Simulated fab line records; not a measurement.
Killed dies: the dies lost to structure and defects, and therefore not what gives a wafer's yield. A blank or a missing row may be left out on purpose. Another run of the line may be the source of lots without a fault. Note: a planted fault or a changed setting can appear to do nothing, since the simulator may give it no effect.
Which tool is to blame? :: flow n5_finfet :: Sampling: 24 lots, 72 wafers, 4 of 1938 route steps

WHAT THE GAUGES READ, wafer by wafer
N5_FIN_SAQP_THK_MEAS_07. Usual: thk_nm reads 59.6 nm (standard deviation 0.87).
lot: L074
measured: day 1 21:33
on: film_metro-01
thk_nm (nm): 59.4 59.8 60.3
flag: 

lot: L075
measured: day 2 03:55
on: film_metro-01
thk_nm (nm): 58.6 61.0 60.3
flag: 

lot: L076
measured: day 2 10:33
on: film_metro-01
thk_nm (nm): 59.3 60.7 59.7
flag: 

lot: L077
measured: day 2 15:19
on: film_metro-01
thk_nm (nm): 58.5 59.6 59.5
flag: 

lot: L078
measured: day 2 21:53
on: film_metro-02
thk_nm (nm): 57.7 58.9 59.2
flag: 

lot: L079
measured: day 3 03:55
on: film_metro-02
thk_nm (nm): 58.8 58.4 58.1
flag: 

lot: L080
measured: day 3 09:32
on: film_metro-01
thk_nm (nm): 59.4 59.1 60.5
flag: 

lot: L081
measured: day 3 15:40
on: film_metro-02
thk_nm (nm): 60.5 59.6 60.6
flag: 

lot: L082
measured: day 3 20:52
on: film_metro-02
thk_nm (nm): 58.0 59.3 58.7
flag: 

lot: L083
measured: day 4 04:43
on: film_metro-02
thk_nm (nm): 58.3 58.0 59.6
flag: 

lot: L084
measured: day 4 10:07
on: film_metro-01
thk_nm (nm): 59.4 59.2 60.3
flag: 

lot: L085
measured: day 4 17:55
on: film_metro-02
thk_nm (nm): 58.9 59.8 58.7
flag: 

lot: L086
measured: day 4 21:41
on: film_metro-01
thk_nm (nm): 60.9 59.2 60.6
flag: 

lot: L087
measured: day 5 04:35
on: film_metro-02
thk_nm (nm): 60.1 59.8 61.2
flag: 

lot: L088
measured: day 5 09:04
on: film_metro-01
thk_nm (nm): 59.9 59.1 60.3
flag: 

lot: L089
measured: day 5 15:35
on: film_metro-02
thk_nm (nm): 58.7 58.6 59.0
flag: 

lot: L090
measured: day 5 21:31
on: film_metro-02
thk_nm (nm): 59.7 59.7 59.4
flag: 

lot: L091
measured: day 6 04:08
on: film_metro-01
thk_nm (nm): 59.0 59.8 60.4
flag: 

lot: L092
measured: day 6 10:23
on: film_metro-02
thk_nm (nm): 60.1 59.3 59.9
flag: 

lot: L093
measured: day 6 16:02
on: film_metro-02
thk_nm (nm): 58.0 58.7 59.3
flag: 

lot: L094
measured: day 6 21:46
on: film_metro-02
thk_nm (nm): 58.7 59.9 60.3
flag: 

lot: L095
measured: day 7 03:43
on: film_metro-01
thk_nm (nm): 59.1 59.8 60.5
flag: 

lot: L096
measured: day 7 10:01
on: film_metro-02
thk_nm (nm): 58.5 60.0 60.1
flag: 

lot: L097
measured: day 7 16:35
on: film_metro-02
thk_nm (nm): 60.0 59.3 59.8
flag: 

EACH LOT AND THE TOOL THAT RAN IT (in order: tool; ch and the chambers of the sampled wafers; start)
lot: L074
N5_PMOS_HMC_CHANNEL_EPI_FIN_RECESS_16: rie_si-03 ch 2,3, day 1 17:58
N5_PMOS_HMC_CHANNEL_EPI_CMP_21: cmp-03 ch 0,1,3, day 1 19:32
N5_FIN_SAQP_DENSIFY_62: rtp_anneal-02 ch 0, day 1 20:55

lot: L075
N5_PMOS_HMC_CHANNEL_EPI_FIN_RECESS_16: rie_si-03 ch 0,1, day 2 00:32
N5_PMOS_HMC_CHANNEL_EPI_CMP_21: cmp-01 ch 0,1,2, day 2 02:07
N5_FIN_SAQP_DENSIFY_62: rtp_anneal-01 ch 0, day 2 03:26

lot: L076
N5_PMOS_HMC_CHANNEL_EPI_FIN_RECESS_16: rie_si-04 ch 1,2, day 2 07:14
N5_PMOS_HMC_CHANNEL_EPI_CMP_21: cmp-03 ch 0,3, day 2 08:45
N5_FIN_SAQP_DENSIFY_62: rtp_anneal-02 ch 0, day 2 10:06

lot: L077
N5_PMOS_HMC_CHANNEL_EPI_FIN_RECESS_16: rie_si-04 ch 2,3, day 2 12:05
N5_PMOS_HMC_CHANNEL_EPI_CMP_21: cmp-04 ch 0,1,2, day 2 13:40
N5_FIN_SAQP_DENSIFY_62: rtp_anneal-02 ch 0, day 2 14:47

lot: L078
N5_PMOS_HMC_CHANNEL_EPI_FIN_RECESS_16: rie_si-03 ch 2,3, day 2 18:39
N5_PMOS_HMC_CHANNEL_EPI_CMP_21: cmp-03 ch 1,2, day 2 20:10
N5_FIN_SAQP_DENSIFY_62: rtp_anneal-02 ch 0, day 2 21:22

lot: L079
N5_PMOS_HMC_CHANNEL_EPI_FIN_RECESS_16: rie_si-06 ch 0,1,3, day 3 00:01
N5_PMOS_HMC_CHANNEL_EPI_CMP_21: cmp-04 ch 0,1,3, day 3 01:56
N5_FIN_SAQP_DENSIFY_62: rtp_anneal-01 ch 0, day 3 03:25

lot: L080
N5_PMOS_HMC_CHANNEL_EPI_FIN_RECESS_16: rie_si-06 ch 0,1,2, day 3 05:56
N5_PMOS_HMC_CHANNEL_EPI_CMP_21: cmp-04 ch 1,2,3, day 3 07:51
N5_FIN_SAQP_DENSIFY_62: rtp_anneal-02 ch 0, day 3 08:57

lot: L081
N5_PMOS_HMC_CHANNEL_EPI_FIN_RECESS_16: rie_si-03 ch 1,2,3, day 3 12:26
N5_PMOS_HMC_CHANNEL_EPI_CMP_21: cmp-04 ch 1,2,3, day 3 13:57
N5_FIN_SAQP_DENSIFY_62: rtp_anneal-02 ch 0, day 3 15:11

lot: L082
N5_PMOS_HMC_CHANNEL_EPI_FIN_RECESS_16: rie_si-06 ch 1,2,3, day 3 17:29
N5_PMOS_HMC_CHANNEL_EPI_CMP_21: cmp-01 ch 2,3, day 3 19:07
N5_FIN_SAQP_DENSIFY_62: rtp_anneal-01 ch 0, day 3 20:23

lot: L083
N5_PMOS_HMC_CHANNEL_EPI_FIN_RECESS_16: rie_si-06 ch 1,2,3, day 4 00:47
N5_PMOS_HMC_CHANNEL_EPI_CMP_21: cmp-04 ch 0,2, day 4 02:25
N5_FIN_SAQP_DENSIFY_62: rtp_anneal-02 ch 0, day 4 04:01

lot: L084
N5_PMOS_HMC_CHANNEL_EPI_FIN_RECESS_16: rie_si-04 ch 1,2,3, day 4 06:29
N5_PMOS_HMC_CHANNEL_EPI_CMP_21: cmp-04 ch 0,1,2, day 4 08:29
N5_FIN_SAQP_DENSIFY_62: rtp_anneal-01 ch 0, day 4 09:35

lot: L085
N5_PMOS_HMC_CHANNEL_EPI_FIN_RECESS_16: rie_si-03 ch 0,3, day 4 12:43
N5_PMOS_HMC_CHANNEL_EPI_CMP_21: cmp-03 ch 0,1,2, day 4 14:18
N5_FIN_SAQP_DENSIFY_62: rtp_anneal-01 ch 0, day 4 17:27

lot: L086
N5_PMOS_HMC_CHANNEL_EPI_FIN_RECESS_16: rie_si-04 ch 1,2, day 4 17:37
N5_PMOS_HMC_CHANNEL_EPI_CMP_21: cmp-04 ch 2,3, day 4 19:10
N5_FIN_SAQP_DENSIFY_62: rtp_anneal-02 ch 0, day 4 21:02

lot: L087
N5_PMOS_HMC_CHANNEL_EPI_FIN_RECESS_16: rie_si-04 ch 0,2, day 4 23:38
N5_PMOS_HMC_CHANNEL_EPI_CMP_21: cmp-04 ch 0,2,3, day 5 01:13
N5_FIN_SAQP_DENSIFY_62: rtp_anneal-01 ch 0, day 5 04:05

lot: L088
N5_PMOS_HMC_CHANNEL_EPI_FIN_RECESS_16: rie_si-03 ch 1,2,3, day 5 05:49
N5_PMOS_HMC_CHANNEL_EPI_CMP_21: cmp-04 ch 1,2, day 5 07:22
N5_FIN_SAQP_DENSIFY_62: rtp_anneal-01 ch 0, day 5 08:32

lot: L089
N5_PMOS_HMC_CHANNEL_EPI_FIN_RECESS_16: rie_si-03 ch 1,2,3, day 5 11:44
N5_PMOS_HMC_CHANNEL_EPI_CMP_21: cmp-01 ch 1,2,3, day 5 13:39
N5_FIN_SAQP_DENSIFY_62: rtp_anneal-02 ch 0, day 5 15:07

lot: L090
N5_PMOS_HMC_CHANNEL_EPI_FIN_RECESS_16: rie_si-04 ch 0,1,2, day 5 17:53
N5_PMOS_HMC_CHANNEL_EPI_CMP_21: cmp-01 ch 0,3, day 5 19:50
N5_FIN_SAQP_DENSIFY_62: rtp_anneal-02 ch 0, day 5 21:05

lot: L091
N5_PMOS_HMC_CHANNEL_EPI_FIN_RECESS_16: rie_si-03 ch 0,2, day 6 00:36
N5_PMOS_HMC_CHANNEL_EPI_CMP_21: cmp-03 ch 0,1,3, day 6 02:30
N5_FIN_SAQP_DENSIFY_62: rtp_anneal-02 ch 0, day 6 03:38

lot: L092
N5_PMOS_HMC_CHANNEL_EPI_FIN_RECESS_16: rie_si-03 ch 0,2, day 6 06:05
N5_PMOS_HMC_CHANNEL_EPI_CMP_21: cmp-04 ch 2,3, day 6 08:34
N5_FIN_SAQP_DENSIFY_62: rtp_anneal-02 ch 0, day 6 09:55

lot: L093
N5_PMOS_HMC_CHANNEL_EPI_FIN_RECESS_16: rie_si-04 ch 0,2, day 6 11:35
N5_PMOS_HMC_CHANNEL_EPI_CMP_21: cmp-01 ch 0,1,3, day 6 14:07
N5_FIN_SAQP_DENSIFY_62: rtp_anneal-02 ch 0, day 6 15:31

lot: L094
N5_PMOS_HMC_CHANNEL_EPI_FIN_RECESS_16: rie_si-03 ch 0,3, day 6 17:34
N5_PMOS_HMC_CHANNEL_EPI_CMP_21: cmp-01 ch 0,1,3, day 6 20:05
N5_FIN_SAQP_DENSIFY_62: rtp_anneal-02 ch 0, day 6 21:16

lot: L095
N5_PMOS_HMC_CHANNEL_EPI_FIN_RECESS_16: rie_si-03 ch 0,2,3, day 6 23:37
N5_PMOS_HMC_CHANNEL_EPI_CMP_21: cmp-01 ch 0,3, day 7 02:04
N5_FIN_SAQP_DENSIFY_62: rtp_anneal-01 ch 0, day 7 03:12

lot: L096
N5_PMOS_HMC_CHANNEL_EPI_FIN_RECESS_16: rie_si-04 ch 0,1,2, day 7 06:15
N5_PMOS_HMC_CHANNEL_EPI_CMP_21: cmp-03 ch 0,2,3, day 7 08:10
N5_FIN_SAQP_DENSIFY_62: rtp_anneal-02 ch 0, day 7 09:30

lot: L097
N5_PMOS_HMC_CHANNEL_EPI_FIN_RECESS_16: rie_si-06 ch 0,2, day 7 11:56
N5_PMOS_HMC_CHANNEL_EPI_CMP_21: cmp-01 ch 0,1,3, day 7 13:50
N5_FIN_SAQP_DENSIFY_62: rtp_anneal-01 ch 0, day 7 16:02
- N5_PMOS_HMC_CHANNEL_EPI_FIN_RECESS_16: chemistry HBr/Cl2, target Si, target depth 54 nm, time 18 s.
- N5_PMOS_HMC_CHANNEL_EPI_CMP_21: polishes SiGe30, target thk 54 nm.
- N5_FIN_SAQP_DENSIFY_62: time 60 s.

AS READ BY THE TOOLS THEMSELVES (means over the sampled wafers that have a number; for cases with no such wafer, the mark the record gives instead)
N5_PMOS_HMC_CHANNEL_EPI_FIN_RECESS_16. Usual: drypump_motor_current_A 6.0 A, standard deviation 0.4; oes_product_au 1.002 a.u., standard deviation 0.026; throttle_valve_pct 35.6 %, standard deviation 0.44.
lot: L074
tool: rie_si-03
drypump_motor_current_A (A): 6.2
oes_product_au (a.u.): 0.995
throttle_valve_pct (%): 36.1
flag: 

lot: L075
tool: rie_si-03
drypump_motor_current_A (A): 6.0
oes_product_au (a.u.): 1.039
throttle_valve_pct (%): 35.3
flag: 

lot: L076
tool: rie_si-04
drypump_motor_current_A (A): 6.3
oes_product_au (a.u.): 1.006
throttle_valve_pct (%): 35.4
flag: 

lot: L077
tool: rie_si-04
drypump_motor_current_A (A): 6.1
oes_product_au (a.u.): 0.996
throttle_valve_pct (%): 35.2
flag: 

lot: L078
tool: rie_si-03
drypump_motor_current_A (A): 6.2
oes_product_au (a.u.): 0.993
throttle_valve_pct (%): 36.2
flag: 

lot: L079
tool: rie_si-06
drypump_motor_current_A (A): 6.0
oes_product_au (a.u.): 1.010
throttle_valve_pct (%): 35.2
flag: 

lot: L080
tool: rie_si-06
drypump_motor_current_A (A): 5.7
oes_product_au (a.u.): 1.009
throttle_valve_pct (%): 35.2
flag: 

lot: L081
tool: rie_si-03
drypump_motor_current_A (A): 6.3
oes_product_au (a.u.): 0.998
throttle_valve_pct (%): 35.7
flag: 

lot: L082
tool: rie_si-06
drypump_motor_current_A (A): 5.9
oes_product_au (a.u.): 1.001
throttle_valve_pct (%): 35.3
flag: 

lot: L083
tool: rie_si-06
drypump_motor_current_A (A): 5.9
oes_product_au (a.u.): 1.007
throttle_valve_pct (%): 35.3
flag: 

lot: L084
tool: rie_si-04
drypump_motor_current_A (A): 6.1
oes_product_au (a.u.): 0.993
throttle_valve_pct (%): 35.4
flag: 

lot: L085
tool: rie_si-03
drypump_motor_current_A (A): 5.8
oes_product_au (a.u.): 1.008
throttle_valve_pct (%): 36.3
flag: 

lot: L086
tool: rie_si-04
drypump_motor_current_A (A): 6.3
oes_product_au (a.u.): 1.008
throttle_valve_pct (%): 35.4
flag: 

lot: L087
tool: rie_si-04
drypump_motor_current_A (A): 6.0
oes_product_au (a.u.): 0.984
throttle_valve_pct (%): 35.7
flag: 

lot: L088
tool: rie_si-03
drypump_motor_current_A (A): 6.3
oes_product_au (a.u.): 1.003
throttle_valve_pct (%): 35.7
flag: 

lot: L089
tool: rie_si-03
drypump_motor_current_A (A): 6.3
oes_product_au (a.u.): 1.009
throttle_valve_pct (%): 35.7
flag: 

lot: L090
tool: rie_si-04
drypump_motor_current_A (A): 6.2
oes_product_au (a.u.): 1.000
throttle_valve_pct (%): 35.6
flag: 

lot: L091
tool: rie_si-03
drypump_motor_current_A (A): 5.8
oes_product_au (a.u.): 1.009
throttle_valve_pct (%): 35.8
flag: 

lot: L092
tool: rie_si-03
drypump_motor_current_A (A): 6.1
oes_product_au (a.u.): 0.984
throttle_valve_pct (%): 35.7
flag: 

lot: L093
tool: rie_si-04
drypump_motor_current_A (A): 6.2
oes_product_au (a.u.): 0.994
throttle_valve_pct (%): 35.5
flag: 

lot: L094
tool: rie_si-03
drypump_motor_current_A (A): 5.5
oes_product_au (a.u.): 1.033
throttle_valve_pct (%): 36.0
flag: 

lot: L095
tool: rie_si-03
drypump_motor_current_A (A): 5.9
oes_product_au (a.u.): 1.008
throttle_valve_pct (%): 35.9
flag: 

lot: L096
tool: rie_si-04
drypump_motor_current_A (A): 6.2
oes_product_au (a.u.): 0.999
throttle_valve_pct (%): 35.6
flag: 

lot: L097
tool: rie_si-06
drypump_motor_current_A (A): 5.5
oes_product_au (a.u.): 0.995
throttle_valve_pct (%): 35.2
flag: 

N5_PMOS_HMC_CHANNEL_EPI_CMP_21. Usual: motor_current_A reads 11.8 A (standard deviation 0.85).
lot: L074
tool: cmp-03
motor_current_A (A): 12.7
flag: 

lot: L075
tool: cmp-01
motor_current_A (A): 11.7
flag: 

lot: L076
tool: cmp-03
motor_current_A (A): 13.4
flag: 

lot: L077
tool: cmp-04
motor_current_A (A): 11.0
flag: 

lot: L078
tool: cmp-03
motor_current_A (A): 11.7
flag: 

lot: L079
tool: cmp-04
motor_current_A (A): 10.9
flag: 

lot: L080
tool: cmp-04
motor_current_A (A): 11.5
flag: 

lot: L081
tool: cmp-04
motor_current_A (A): 11.6
flag: 

lot: L082
tool: cmp-01
motor_current_A (A): 12.3
flag: 

lot: L083
tool: cmp-04
motor_current_A (A): 10.9
flag: 

lot: L084
tool: cmp-04
motor_current_A (A): 11.3
flag: 

lot: L085
tool: cmp-03
motor_current_A (A): 12.4
flag: 

lot: L086
tool: cmp-04
motor_current_A (A): 11.6
flag: 

lot: L087
tool: cmp-04
motor_current_A (A): 11.3
flag: 

lot: L088
tool: cmp-04
motor_current_A (A): 10.9
flag: 

lot: L089
tool: cmp-01
motor_current_A (A): 12.0
flag: 

lot: L090
tool: cmp-01
motor_current_A (A): 12.0
flag: 

lot: L091
tool: cmp-03
motor_current_A (A): 12.3
flag: 

lot: L092
tool: cmp-04
motor_current_A (A): 11.7
flag: 

lot: L093
tool: cmp-01
motor_current_A (A): 12.0
flag: 

lot: L094
tool: cmp-01
motor_current_A (A): 12.3
flag: 

lot: L095
tool: cmp-01
motor_current_A (A): 12.1
flag: 

lot: L096
tool: cmp-03
motor_current_A (A): 12.8
flag: 

lot: L097
tool: cmp-01
motor_current_A (A): 12.0
flag: 

N5_FIN_SAQP_DENSIFY_62. Usual: lamp_power_pct 9.84 %, standard deviation 0.053; lamp_zone_5_pct 9.847 %, standard deviation 0.012; wafer_temp_C_max 703.3, standard deviation 0.65.
lot: L074
tool: rtp_anneal-02
lamp_power_pct (%): 9.84
lamp_zone_5_pct (%): 9.848
wafer_temp_C_max: 702.8
flag: 

lot: L075
tool: rtp_anneal-01
lamp_power_pct (%): 9.84
lamp_zone_5_pct (%): 9.846
wafer_temp_C_max: 703.5
flag: 

lot: L076
tool: rtp_anneal-02
lamp_power_pct (%): 9.85
lamp_zone_5_pct (%): 9.857
wafer_temp_C_max: 702.9
flag: 

lot: L077
tool: rtp_anneal-02
lamp_power_pct (%): 9.82
lamp_zone_5_pct (%): 9.842
wafer_temp_C_max: 703.6
flag: 

lot: L078
tool: rtp_anneal-02
lamp_power_pct (%): 9.83
lamp_zone_5_pct (%): 9.854
wafer_temp_C_max: 703.1
flag: 

lot: L079
tool: rtp_anneal-01
lamp_power_pct (%): 9.82
lamp_zone_5_pct (%): 9.833
wafer_temp_C_max: 703.6
flag: 

lot: L080
tool: rtp_anneal-02
lamp_power_pct (%): 9.85
lamp_zone_5_pct (%): 9.856
wafer_temp_C_max: 703.6
flag: 

lot: L081
tool: rtp_anneal-02
lamp_power_pct (%): 9.82
lamp_zone_5_pct (%): 9.850
wafer_temp_C_max: 703.6
flag: 

lot: L082
tool: rtp_anneal-01
lamp_power_pct (%): 9.87
lamp_zone_5_pct (%): 9.845
wafer_temp_C_max: 703.4
flag: 

lot: L083
tool: rtp_anneal-02
lamp_power_pct (%): 9.89
lamp_zone_5_pct (%): 9.858
wafer_temp_C_max: 703.2
flag: 

lot: L084
tool: rtp_anneal-01
lamp_power_pct (%): 9.90
lamp_zone_5_pct (%): 9.845
wafer_temp_C_max: 702.8
flag: 

lot: L085
tool: rtp_anneal-01
lamp_power_pct (%): 9.86
lamp_zone_5_pct (%): 9.840
wafer_temp_C_max: 704.0
flag: 

lot: L086
tool: rtp_anneal-02
lamp_power_pct (%): 9.81
lamp_zone_5_pct (%): 9.844
wafer_temp_C_max: 703.0
flag: 

lot: L087
tool: rtp_anneal-01
lamp_power_pct (%): 9.84
lamp_zone_5_pct (%): 9.850
wafer_temp_C_max: 702.8
flag: 

lot: L088
tool: rtp_anneal-01
lamp_power_pct (%): 9.87
lamp_zone_5_pct (%): 9.850
wafer_temp_C_max: 703.6
flag: 

lot: L089
tool: rtp_anneal-02
lamp_power_pct (%): 9.90
lamp_zone_5_pct (%): 9.841
wafer_temp_C_max: 703.5
flag: 

lot: L090
tool: rtp_anneal-02
lamp_power_pct (%): 9.83
lamp_zone_5_pct (%): 9.847
wafer_temp_C_max: 703.3
flag: 

lot: L091
tool: rtp_anneal-02
lamp_power_pct (%): 9.87
lamp_zone_5_pct (%): 9.849
wafer_temp_C_max: 704.1
flag: 

lot: L092
tool: rtp_anneal-02
lamp_power_pct (%): 9.89
lamp_zone_5_pct (%): 9.841
wafer_temp_C_max: 703.7
flag: 

lot: L093
tool: rtp_anneal-02
lamp_power_pct (%): 9.85
lamp_zone_5_pct (%): 9.842
wafer_temp_C_max: 703.3
flag: 

lot: L094
tool: rtp_anneal-02
lamp_power_pct (%): 9.83
lamp_zone_5_pct (%): 9.852
wafer_temp_C_max: 703.4
flag: 

lot: L095
tool: rtp_anneal-01
lamp_power_pct (%): 9.83
lamp_zone_5_pct (%): 9.852
wafer_temp_C_max: 703.0
flag: 

lot: L096
tool: rtp_anneal-02
lamp_power_pct (%): 9.80
lamp_zone_5_pct (%): 9.856
wafer_temp_C_max: 703.1
flag: 

lot: L097
tool: rtp_anneal-01
lamp_power_pct (%): 9.83
lamp_zone_5_pct (%): 9.841
wafer_temp_C_max: 704.1
flag: 

THE ANSWER, worked out from the rows above alone
Rule: a lot is off if the mean of its wafers that have a number lies more than 3 standard deviations from the usual mean. A lot without any number at a reading at which 4 lots or more have one is off too. Where the step has rows for the other lots, those lots are counted as sound. First the gauges in route order, then the tools' own readings, where a lot's mean is used as printed above. The first step at which some lot is off is used, and at that step the reading that is off furthest; a lot without a number counts as furthest.
None of the lots is off at any reading shown; this tells nothing.

WHAT THE SIMULATOR PUT IN
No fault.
